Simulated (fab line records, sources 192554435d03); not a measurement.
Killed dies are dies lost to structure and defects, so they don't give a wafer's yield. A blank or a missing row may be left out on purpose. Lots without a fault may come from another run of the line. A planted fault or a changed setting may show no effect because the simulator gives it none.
One fault seen from 2 desks | flow n5_finfet | each desk has only its own numbers; what lay behind them comes last

THE METROLOGY DESK
What the gauges read, lot by lot, whatever tool the lot ran on: means of the sampled wafers that have a number. A lot is out of limits, marked OUT, if its mean lies more than 4 standard deviations from the usual mean; the brackets give that distance. Of its 11 readings 7 are shown: those that lie furthest out on some lot.
Columns: A = DIBL_N at N5_BEOL_M4_RC_MEAS_101, usual 36.5 mV/V; B = DIBL_P at N5_BEOL_M4_RC_MEAS_101, usual 36.5 mV/V; C = IOFF_N at N5_BEOL_M4_RC_MEAS_101, usual 0.162 nA/um; D = IOFF_P at N5_BEOL_M4_RC_MEAS_101, usual 0.221 nA/um; E = ION_P at N5_BEOL_M4_RC_MEAS_101, usual 466 uA/um; F = SS_N at N5_BEOL_M4_RC_MEAS_101, usual 71.6 mV/dec; G = SS_P at N5_BEOL_M4_RC_MEAS_101, usual 73.3 mV/dec
lot  | first seen here | A    | B    | C     | D     | E   | F    | G
L566 | day 8 00:47     | 37.4 | 35.2 | 0.157 | 0.210 | 462 | 71.7 | 73.3
L567 | day 9 21:23     | 37.3 | 38.4 | 0.167 | 0.249 | 473 | 71.7 | 73.4
L569 | day 10 13:53    | 35.6 | 33.6 | 0.135 | 0.209 | 464 | 71.8 | 72.4
L578 | day 12 19:56    | 37.5 | 37.0 | 0.180 | 0.258 | 463 | 72.3 | 73.2
L582 | day 13 23:00    | 35.4 | 36.7 | 0.147 | 0.226 | 477 | 71.4 | 73.4
L584 | day 13 23:58    | 35.4 | 37.8 | 0.170 | 0.234 | 467 | 72.2 | 73.2
L583 | day 14 00:08    | 35.9 | 36.0 | 0.162 | 0.198 | 464 | 71.3 | 73.2
L587 | day 15 16:06    | 36.7 | 36.0 | 0.147 | 0.196 | 461 | 71.7 | 73.1
L589 | day 15 20:12    | 38.3 | 38.0 | 0.186 | 0.247 | 467 | 72.2 | 74.3
This desk's finding: nothing out of limits on any of the 9 lots.

THE TOOL OWNER'S DESK: wet_bench-02
The tool's own readings at N5_BEOL_M4_HM_STRIP_39 (strips TiN in peroxide tin strip, target depth 25 nm, time 158 s): means of the sampled wafers that have a number, for each lot that ran on this tool. A lot is out of limits, marked OUT, if its mean lies more than 4 standard deviations from the usual mean; the brackets give that distance.
Columns: A = run_length_s at N5_BEOL_M4_HM_STRIP_39, usual 165 s
lot  | first seen here | A
L566 | day 8 11:23     | 164
L567 | day 10 05:56    | 164
L569 | day 10 15:29    | 164
L578 | day 12 20:55    | 155
L587 | day 15 21:28    | 172
This desk's finding: nothing out of limits on any of the 5 lots.

PUT TOGETHER
The metrology desk saw nothing out of limits.
The tool owner's desk saw nothing out of limits.

WHAT THE SIMULATOR HAD PUT IN
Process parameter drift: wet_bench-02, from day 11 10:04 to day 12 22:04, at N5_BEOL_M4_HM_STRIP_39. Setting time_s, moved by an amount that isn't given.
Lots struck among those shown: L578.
